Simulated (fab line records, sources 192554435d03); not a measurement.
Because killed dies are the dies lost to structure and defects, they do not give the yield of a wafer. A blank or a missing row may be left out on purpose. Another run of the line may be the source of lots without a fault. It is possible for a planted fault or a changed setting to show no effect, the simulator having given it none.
Which of the tools did it? :: flow n5Finfet :: 7 lots (21 wafers sampled), 1 step of a 1938-step route

## WHAT THE GAUGES SHOWED, per wafer
N5_BEOL_M4_RC_MEAS_101.
lot: L602
measured: day 8 21:51
on: prober-02
DIBL_N (mV/V): 38.8 37.0 37.7

lot: L609
measured: day 10 15:15
on: prober-01
DIBL_N (mV/V): 32.9 37.2 33.1

lot: L611
measured: day 11 11:20
on: prober-01
DIBL_N (mV/V): 34.2 36.2 36.8

lot: L612
measured: day 11 14:52
on: prober-02
DIBL_N (mV/V): 36.1 38.9 36.0

lot: L616
measured: day 11 16:50
on: prober-01
DIBL_N (mV/V): 37.6 35.3 39.6

lot: L614
measured: day 12 00:33
on: prober-02
DIBL_N (mV/V): 36.0 34.1 35.2

lot: L619
measured: day 13 01:03
on: prober-02
DIBL_N (mV/V): 37.4 36.9 37.0

## WHICH TOOL RAN EACH LOT (tool, then ch and the chambers of the sampled wafers, then the start)
The record holds no process step before these readings.

## THE ANSWER, worked out from the rows above alone
Rule: the usual values come from the lots themselves. The widest of any qualifying gaps counts: lots, ordered by their means at a reading, are off when they make up no more than a third of the lots, leave a main group of 4 or more, and stand apart from it by 3 or more times the standard deviation of that group's means. The tables above print the reading to a certain number of digits; a main group whose means all agree to those digits is not used. Also off: a lot with no number at a reading for which 4 or more lots have one. All remaining lots with rows at the step are treated as sound.
No lot is off on any of the readings shown, so nothing can be concluded from this.

## WHAT WAS PUT IN BY THE SIMULATOR
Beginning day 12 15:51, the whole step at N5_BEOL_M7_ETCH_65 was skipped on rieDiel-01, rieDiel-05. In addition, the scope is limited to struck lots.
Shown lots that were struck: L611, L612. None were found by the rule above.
